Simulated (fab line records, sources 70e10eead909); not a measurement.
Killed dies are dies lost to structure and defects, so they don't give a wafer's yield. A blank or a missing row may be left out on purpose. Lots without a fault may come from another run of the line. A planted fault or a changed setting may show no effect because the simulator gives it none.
Which tool did it? | flow nand_harc | 24 lots, 72 wafers sampled, at 6 steps of a route of 1159

WHAT THE GAUGES READ, wafer by wafer
The record holds no reading of a measuring or inspecting step that can be judged against a usual standard deviation.

WHICH TOOL RAN EACH LOT (tool, then ch and the chambers of the sampled wafers, then the start)
lot  | NHARC_A_STAIRCASE_TRIM_191                    | NHARC_A_STAIRCASE_ETCH_236                    | NHARC_A_STAIRCASE_STRIP_254          | NHARC_A_STAIRCASE_DEP_325       | NHARC_A_STAIRCASE_STRIP_475                   | NHARC_A_STAIRCASE_DEP_471
L074 | rie_diel-02 ch 0,2,3, day 11 13:05 or earlier | rie_diel-02 ch 0,2, day 11 13:05 or earlier   | plasma_asher-02 ch 0,1, day 11 13:05 | pecvd-04 ch 0,2, day 13 07:34   | rie_diel-05 ch 0,3, day 13 21:07              | pecvd-02 ch 0,2, day 13 21:13
L076 | rie_diel-02 ch 2,3, day 11 20:57 or earlier   | rie_diel-05 ch 1,2, day 11 20:57 or earlier   | plasma_asher-01 ch 0,1, day 11 20:57 | pecvd-01 ch 0,1,2, day 13 18:50 | rie_diel-11 ch 0,1,2, day 14 12:28            | pecvd-01 ch 1,2, day 14 12:37
L078 | rie_diel-05 ch 0,1, day 12 05:53 or earlier   | rie_diel-02 ch 0,1, day 12 05:53 or earlier   | plasma_asher-02 ch 0,1, day 12 05:53 | pecvd-01 ch 0,1, day 14 01:59   | rie_diel-05 ch 0,2,3, day 14 15:29 or earlier | pecvd-01 ch 1,2, day 14 15:29
L077 | rie_diel-05 ch 0,1,2, day 12 06:32 or earlier | rie_diel-11 ch 0,2,3, day 12 06:32 or earlier | plasma_asher-02 ch 0,1, day 12 06:32 | pecvd-01 ch 0,1,2, day 14 01:25 | rie_diel-02 ch 0,1,3, day 14 13:31 or earlier | pecvd-01 ch 0,1,2, day 14 13:31
L075 | rie_diel-02 ch 0,1,3, day 12 09:40 or earlier | rie_diel-11 ch 0,1,2, day 12 09:40 or earlier | plasma_asher-01 ch 0,1, day 12 09:40 | pecvd-04 ch 0,1, day 14 01:28   | rie_diel-02 ch 0,1,3, day 14 13:52 or earlier | pecvd-01 ch 0,1,2, day 14 13:52
L080 | rie_diel-05 ch 0,1,2, day 12 10:44 or earlier | rie_diel-05 ch 0,3, day 12 10:44 or earlier   | plasma_asher-01 ch 0,1, day 12 10:44 | pecvd-02 ch 0,1,2, day 14 01:53 | rie_diel-11 ch 0,2, day 14 16:31              | pecvd-04 ch 0,1,2, day 14 16:39
L079 | rie_diel-02 ch 0,1, day 12 11:25 or earlier   | rie_diel-11 ch 0,1,3, day 12 11:25 or earlier | plasma_asher-02 ch 0,1, day 12 11:25 | pecvd-02 ch 0,1,2, day 14 01:24 | rie_diel-11 ch 0,1, day 14 15:11              | pecvd-02 ch 0,2, day 14 15:20
L081 | rie_diel-11 ch 2,3, day 13 10:00 or earlier   | rie_diel-02 ch 0,2,3, day 13 10:00 or earlier | plasma_asher-01 ch 0,1, day 13 10:00 | pecvd-04 ch 0,2, day 15 04:50   | rie_diel-02 ch 0,2,3, day 15 19:07 or earlier | pecvd-02 ch 1,2, day 15 19:07
L082 | rie_diel-11 ch 0,3, day 13 10:40 or earlier   | rie_diel-02 ch 2,3, day 13 10:40 or earlier   | plasma_asher-01 ch 0,1, day 13 10:40 | pecvd-01 ch 0,2, day 15 05:01   | rie_diel-11 ch 0,2,3, day 15 19:33 or earlier | pecvd-01 ch 0,2, day 15 19:33
L083 | rie_diel-02 ch 1,2, day 13 15:45 or earlier   | rie_diel-02 ch 0,1,3, day 13 15:45 or earlier | plasma_asher-01 ch 0,1, day 13 15:45 | pecvd-01 ch 1,2, day 15 20:05   | rie_diel-02 ch 0,3, day 16 08:14 or earlier   | pecvd-04 ch 0,1, day 16 08:14
L085 | rie_diel-11 ch 1,3, day 13 22:58 or earlier   | rie_diel-05 ch 0,2,3, day 13 22:58 or earlier | plasma_asher-02 ch 0,1, day 13 22:58 | pecvd-02 ch 0,1,2, day 15 20:02 | rie_diel-02 ch 0,1, day 16 08:31 or earlier   | pecvd-04 ch 1,2, day 16 08:31
L084 | rie_diel-05 ch 0,2,3, day 14 01:23 or earlier | rie_diel-05 ch 0,2, day 14 01:23 or earlier   | plasma_asher-01 ch 0,1, day 14 01:23 | pecvd-04 ch 0,2, day 15 20:10   | rie_diel-02 ch 0,1, day 16 10:04 or earlier   | pecvd-02 ch 1,2, day 16 10:04
L087 | rie_diel-02 ch 0,1,2, day 14 06:43 or earlier | rie_diel-05 ch 2,3, day 14 06:43 or earlier   | plasma_asher-02 ch 0,1, day 14 06:43 | pecvd-01 ch 0,1,2, day 16 08:22 | rie_diel-11 ch 1,2,3, day 16 21:19 or earlier | pecvd-01 ch 1,2, day 16 21:19
L086 | rie_diel-05 ch 0,2,3, day 14 21:46 or earlier | rie_diel-05 ch 0,2,3, day 14 21:46 or earlier | plasma_asher-01 ch 0,1, day 14 21:46 | pecvd-01 ch 0,1,2, day 16 23:41 | rie_diel-05 ch 0,2,3, day 17 14:21 or earlier | pecvd-01 ch 0,1,2, day 17 14:21
L089 | rie_diel-05 ch 1,2,3, day 15 02:19 or earlier | rie_diel-05 ch 0,1,3, day 15 02:19 or earlier | plasma_asher-02 ch 0,1, day 15 02:19 | pecvd-02 ch 0,2, day 17 00:23   | rie_diel-05 ch 0,1,2, day 17 17:10 or earlier | pecvd-02 ch 1,2, day 17 17:10
L088 | rie_diel-05 ch 1,2,3, day 15 02:40 or earlier | rie_diel-11 ch 1,2, day 15 02:40 or earlier   | plasma_asher-02 ch 1, day 15 02:40   | pecvd-01 ch 1,2, day 17 00:27   | rie_diel-02 ch 1,2, day 17 15:07 or earlier   | pecvd-02 ch 0,1,2, day 17 15:07
L090 | rie_diel-11 ch 0,1,2, day 15 14:01 or earlier | rie_diel-11 ch 0,1,3, day 15 14:01 or earlier | plasma_asher-02 ch 0,1, day 15 14:01 | pecvd-02 ch 0,1, day 17 09:41   | rie_diel-02 ch 0,2,3, day 17 21:49 or earlier | pecvd-02 ch 0,1,2, day 17 21:49
L092 | rie_diel-02 ch 0,1,2, day 15 14:31 or earlier | rie_diel-11 ch 1,2,3, day 15 14:31 or earlier | plasma_asher-01 ch 0,1, day 15 14:31 | pecvd-01 ch 0,1,2, day 17 09:36 | rie_diel-11 ch 1,2,3, day 17 21:56 or earlier | pecvd-01 ch 0,1, day 17 21:56
L091 | rie_diel-11 ch 0,1, day 15 14:40 or earlier   | rie_diel-11 ch 0,2,3, day 15 14:40 or earlier | plasma_asher-02 ch 0,1, day 15 14:40 | pecvd-04 ch 0,2, day 17 14:40   | rie_diel-05 ch 0,1,2, day 18 03:34 or earlier | pecvd-01 ch 0,1,2, day 18 03:34
L093 | rie_diel-02 ch 1,2, day 15 22:13 or earlier   | rie_diel-02 ch 0,1,2, day 15 22:13 or earlier | plasma_asher-02 ch 0,1, day 15 22:13 | pecvd-01 ch 0,1,2, day 17 20:29 | rie_diel-11 ch 1,2, day 18 08:58 or earlier   | pecvd-04 ch 0,1, day 18 08:58
L094 | rie_diel-02 ch 0,1,2, day 15 23:13 or earlier | rie_diel-11 ch 0,1,2, day 15 23:13 or earlier | plasma_asher-02 ch 0,1, day 15 23:13 | pecvd-04 ch 0,1,2, day 17 20:12 | rie_diel-11 ch 0,1,2, day 18 10:10 or earlier | pecvd-02 ch 0,1,2, day 18 10:10
L095 | rie_diel-05 ch 0,3, day 16 05:56 or earlier   | rie_diel-05 ch 1,2,3, day 16 05:56 or earlier | plasma_asher-01 ch 0,1, day 16 05:56 | pecvd-02 ch 0,1,2, day 17 20:24 | rie_diel-05 ch 0,1, day 18 08:53 or earlier   | pecvd-01 ch 1,2, day 18 08:53
L096 | rie_diel-05 ch 0,1, day 16 20:35 or earlier   | rie_diel-11 ch 0,2, day 16 20:35 or earlier   | plasma_asher-01 ch 0,1, day 16 20:35 | pecvd-04 ch 0,1, day 18 14:39   | rie_diel-02 ch 0,2,3, day 19 03:59            | pecvd-04 ch 0,2, day 19 04:07
L097 | rie_diel-11 ch 0,1,3, day 17 11:11 or earlier | rie_diel-11 ch 2,3, day 17 11:11 or earlier   | plasma_asher-02 ch 0,1, day 17 11:11 | pecvd-01 ch 0,1, day 19 05:37   | rie_diel-02 ch 2,3, day 19 19:11              | pecvd-02 ch 0,2, day 19 19:16
- NHARC_A_STAIRCASE_TRIM_191: chemistry O2, time 211.2 s.
- NHARC_A_STAIRCASE_ETCH_236: etches the open film in C4F8/O2, target depth 100 nm, time 40.5 s.
- NHARC_A_STAIRCASE_STRIP_254: strips in O2.
- NHARC_A_STAIRCASE_DEP_325: deposits SiO2, target thk 3800 nm.
- NHARC_A_STAIRCASE_STRIP_475: strips in O2, time 20 s.
- NHARC_A_STAIRCASE_DEP_471: deposits SiO2, target thk 100 nm.

WHAT THE TOOLS THEMSELVES READ (means of the sampled wafers that have a number; where no wafer has one, the mark that the record gives instead)
NHARC_A_STAIRCASE_TRIM_191.
lot  | tool        | drypump_motor_current_A (A) | oes_product_au (a.u.) | rf_vpp_V (V) | showerhead_plenum_p_Torr (Torr) | throttle_valve_pct (%)
L074 | rie_diel-02 | 5.53                        | 0.999                 | 57.8         | 3.40                            | 17.032
L076 | rie_diel-02 | 5.74                        | 1.009                 | 56.9         | 3.49                            | 17.038
L078 | rie_diel-05 | 5.64                        | 1.006                 | 57.6         | 3.46                            | 17.036
L077 | rie_diel-05 | 5.60                        | 1.000                 | 58.1         | 3.53                            | 17.048
L075 | rie_diel-02 | 5.61                        | 1.006                 | 57.3         | 3.44                            | 17.033
L080 | rie_diel-05 | 5.61                        | 0.996                 | 58.2         | 3.53                            | 17.029
L079 | rie_diel-02 | 5.72                        | 1.006                 | 58.2         | 3.42                            | 17.032
L081 | rie_diel-11 | 5.77                        | 1.002                 | 58.5         | 3.47                            | 17.025
L082 | rie_diel-11 | 5.87                        | 0.998                 | 57.8         | 3.47                            | 17.027
L083 | rie_diel-02 | 5.97                        | 1.010                 | 57.5         | 3.43                            | 17.031
L085 | rie_diel-11 | 5.54                        | 1.000                 | 56.8         | 3.44                            | 17.037
L084 | rie_diel-05 | 5.55                        | 0.998                 | 58.1         | 3.54                            | 17.034
L087 | rie_diel-02 | 5.66                        | 1.011                 | 57.5         | 3.36                            | 17.033
L086 | rie_diel-05 | 5.56                        | 0.999                 | 57.5         | 3.53                            | 17.031
L089 | rie_diel-05 | 5.59                        | 0.991                 | 57.5         | 3.61                            | 17.037
L088 | rie_diel-05 | 5.58                        | 0.997                 | 58.4         | 3.61                            | 17.044
L090 | rie_diel-11 | 5.91                        | 1.002                 | 57.2         | 3.35                            | 17.039
L092 | rie_diel-02 | 5.65                        | 1.008                 | 58.2         | 3.54                            | 17.041
L091 | rie_diel-11 | 5.78                        | 0.994                 | 57.5         | 3.33                            | 17.040
L093 | rie_diel-02 | 5.90                        | 0.998                 | 57.8         | 3.36                            | 17.037
L094 | rie_diel-02 | 5.65                        | 1.000                 | 57.7         | 3.53                            | 17.038
L095 | rie_diel-05 | 5.59                        | 1.001                 | 56.9         | 3.46                            | 17.045
L096 | rie_diel-05 | 5.67                        | 0.997                 | 57.8         | 3.52                            | 17.032
L097 | rie_diel-11 | 5.73                        | 1.013                 | 57.5         | 3.44                            | 17.040

NHARC_A_STAIRCASE_ETCH_236.
lot  | tool        | oes_product_au (a.u.) | rf_vpp_V (V)
L074 | rie_diel-02 | 0.939                 | 888
L076 | rie_diel-05 | 0.928                 | 898
L078 | rie_diel-02 | 0.948                 | 888
L077 | rie_diel-11 | 0.940                 | 894
L075 | rie_diel-11 | 0.934                 | 890
L080 | rie_diel-05 | 0.918                 | 897
L079 | rie_diel-11 | 0.938                 | 894
L081 | rie_diel-02 | 0.943                 | 890
L082 | rie_diel-02 | 0.955                 | 894
L083 | rie_diel-02 | 0.956                 | 892
L085 | rie_diel-05 | 0.939                 | 896
L084 | rie_diel-05 | 0.933                 | 894
L087 | rie_diel-05 | 0.941                 | 899
L086 | rie_diel-05 | 0.947                 | 896
L089 | rie_diel-05 | 0.931                 | 897
L088 | rie_diel-11 | 0.933                 | 889
L090 | rie_diel-11 | 0.940                 | 893
L092 | rie_diel-11 | 0.942                 | 892
L091 | rie_diel-11 | 0.940                 | 893
L093 | rie_diel-02 | 0.967                 | 895
L094 | rie_diel-11 | 0.943                 | 889
L095 | rie_diel-05 | 0.943                 | 899
L096 | rie_diel-11 | 0.940                 | 890
L097 | rie_diel-11 | 0.943                 | 896

NHARC_A_STAIRCASE_STRIP_254.
lot  | tool            | drypump_motor_current_A (A) | heater_power_w (W) | temp_c (C)
L074 | plasma_asher-02 | 6.0                         | 335                | 250.07
L076 | plasma_asher-01 | 5.5                         | 315                | 250.09
L078 | plasma_asher-02 | 5.8                         | 369                | 249.92
L077 | plasma_asher-02 | 5.8                         | 370                | 249.93
L075 | plasma_asher-01 | 5.6                         | 323                | 250.08
L080 | plasma_asher-01 | 5.6                         | 318                | 249.97
L079 | plasma_asher-02 | 6.0                         | 343                | 250.04
L081 | plasma_asher-01 | 5.6                         | 310                | 249.98
L082 | plasma_asher-01 | 5.5                         | 321                | 250.10
L083 | plasma_asher-01 | 5.6                         | 311                | 250.03
L085 | plasma_asher-02 | 5.8                         | 364                | 250.00
L084 | plasma_asher-01 | 5.5                         | 319                | 249.71
L087 | plasma_asher-02 | 5.8                         | 369                | 250.07
L086 | plasma_asher-01 | 5.5                         | 313                | 250.25
L089 | plasma_asher-02 | 5.9                         | 368                | 249.96
L088 | plasma_asher-02 | 6.2                         | 312                | 250.14
L090 | plasma_asher-02 | 5.8                         | 365                | 250.15
L092 | plasma_asher-01 | 5.6                         | 311                | 249.83
L091 | plasma_asher-02 | 6.0                         | 332                | 250.23
L093 | plasma_asher-02 | 5.8                         | 374                | 250.26
L094 | plasma_asher-02 | 5.8                         | 361                | 249.89
L095 | plasma_asher-01 | 5.5                         | 319                | 250.07
L096 | plasma_asher-01 | 5.6                         | 314                | 250.08
L097 | plasma_asher-02 | 6.0                         | 353                | 250.14

NHARC_A_STAIRCASE_DEP_325.
lot  | tool     | heater_power_w (W)
L074 | pecvd-04 | 710
L076 | pecvd-01 | 671
L078 | pecvd-01 | 633
L077 | pecvd-01 | 655
L075 | pecvd-04 | 686
L080 | pecvd-02 | 695
L079 | pecvd-02 | 619
L081 | pecvd-04 | 746
L082 | pecvd-01 | 658
L083 | pecvd-01 | 669
L085 | pecvd-02 | 667
L084 | pecvd-04 | 731
L087 | pecvd-01 | 657
L086 | pecvd-01 | 720
L089 | pecvd-02 | 590
L088 | pecvd-01 | 697
L090 | pecvd-02 | 604
L092 | pecvd-01 | 676
L091 | pecvd-04 | 730
L093 | pecvd-01 | 706
L094 | pecvd-04 | 759
L095 | pecvd-02 | 619
L096 | pecvd-04 | 749
L097 | pecvd-01 | 613

NHARC_A_STAIRCASE_STRIP_475.
lot  | tool        | drypump_motor_current_A (A) | oes_product_au (a.u.) | rf_vpp_V (V) | showerhead_plenum_p_Torr (Torr) | throttle_valve_pct (%)
L074 | rie_diel-05 | 5.60                        | 0.994                 | 56.5         | 3.47                            | 17.034
L076 | rie_diel-11 | 5.91                        | 1.008                 | 58.2         | 3.35                            | 17.033
L078 | rie_diel-05 | 5.56                        | 0.991                 | 57.9         | 3.53                            | 17.040
L077 | rie_diel-02 | 5.60                        | 1.020                 | 58.9         | 3.43                            | 17.031
L075 | rie_diel-02 | 5.60                        | 1.010                 | 57.8         | 3.43                            | 17.035
L080 | rie_diel-11 | 6.02                        | 1.000                 | 57.7         | 3.36                            | 17.037
L079 | rie_diel-11 | 5.79                        | 1.007                 | 58.1         | 3.34                            | 17.037
L081 | rie_diel-02 | 5.55                        | 1.010                 | 58.1         | 3.55                            | 17.039
L082 | rie_diel-11 | 5.81                        | 0.999                 | 57.6         | 3.46                            | 17.029
L083 | rie_diel-02 | 5.48                        | 1.007                 | 58.0         | 3.63                            | 17.035
L085 | rie_diel-02 | 5.71                        | 1.005                 | 57.2         | 3.58                            | 17.041
L084 | rie_diel-02 | 5.71                        | 1.013                 | 57.9         | 3.58                            | 17.038
L087 | rie_diel-11 | 5.66                        | 0.997                 | 57.0         | 3.44                            | 17.038
L086 | rie_diel-05 | 5.56                        | 1.006                 | 57.4         | 3.52                            | 17.037
L089 | rie_diel-05 | 5.61                        | 1.005                 | 58.1         | 3.51                            | 17.037
L088 | rie_diel-02 | 5.98                        | 0.999                 | 57.6         | 3.42                            | 17.034
L090 | rie_diel-02 | 5.56                        | 1.004                 | 58.1         | 3.55                            | 17.029
L092 | rie_diel-11 | 5.65                        | 0.998                 | 57.4         | 3.43                            | 17.033
L091 | rie_diel-05 | 5.60                        | 0.999                 | 58.4         | 3.50                            | 17.036
L093 | rie_diel-11 | 5.85                        | 1.004                 | 56.8         | 3.33                            | 17.032
L094 | rie_diel-11 | 5.90                        | 1.005                 | 57.8         | 3.33                            | 17.040
L095 | rie_diel-05 | 5.63                        | 0.996                 | 58.0         | 3.43                            | 17.033
L096 | rie_diel-02 | 5.54                        | 0.999                 | 57.6         | 3.54                            | 17.040
L097 | rie_diel-02 | 5.79                        | 1.009                 | 56.5         | 3.38                            | 17.035

NHARC_A_STAIRCASE_DEP_471.
lot  | tool     | heater_power_w (W) | throttle_valve_pct (%)
L074 | pecvd-02 | 586                | 16.2
L076 | pecvd-01 | 607                | 15.5
L078 | pecvd-01 | 615                | 15.5
L077 | pecvd-01 | 630                | 15.7
L075 | pecvd-01 | 629                | 15.6
L080 | pecvd-04 | 642                | 16.0
L079 | pecvd-02 | 597                | 15.9
L081 | pecvd-02 | 556                | 16.2
L082 | pecvd-01 | 617                | 15.6
L083 | pecvd-04 | 667                | 16.1
L085 | pecvd-04 | 668                | 15.6
L084 | pecvd-02 | 572                | 16.0
L087 | pecvd-01 | 602                | 16.0
L086 | pecvd-01 | 538                | 15.8
L089 | pecvd-02 | 603                | 16.0
L088 | pecvd-02 | 553                | 15.9
L090 | pecvd-02 | 484                | 16.0
L092 | pecvd-01 | 577                | 15.5
L091 | pecvd-01 | 604                | 15.9
L093 | pecvd-04 | 630                | 15.5
L094 | pecvd-02 | 543                | 15.9
L095 | pecvd-01 | 621                | 15.7
L096 | pecvd-04 | 662                | 15.9
L097 | pecvd-02 | 537                | 16.0

THE ANSWER, worked out from the rows above alone
Rule: what is usual is taken from the lots themselves. Put in order of their means at a reading, lots are off if they are a third of the lots or fewer, leave a main group of 4 or more, and stand apart from it by a gap of 3 or more times the standard deviation of the main group's means; of several such gaps the widest counts. A main group whose means are all the same, to the digits that the tables above print for the reading, isn't used. A lot without any number at a reading at which 4 lots or more have one is off too. The other lots that the step has rows for count as sound. The gauges are gone through in route order, then the tools' own readings, and for those a lot's mean is taken as printed above. The first step at which some lot is off is used, and at that step the reading that is off furthest; a lot without a number counts as furthest.
No lot is off at any reading shown: from this, nothing can be told.

WHAT THE SIMULATOR HAD PUT IN
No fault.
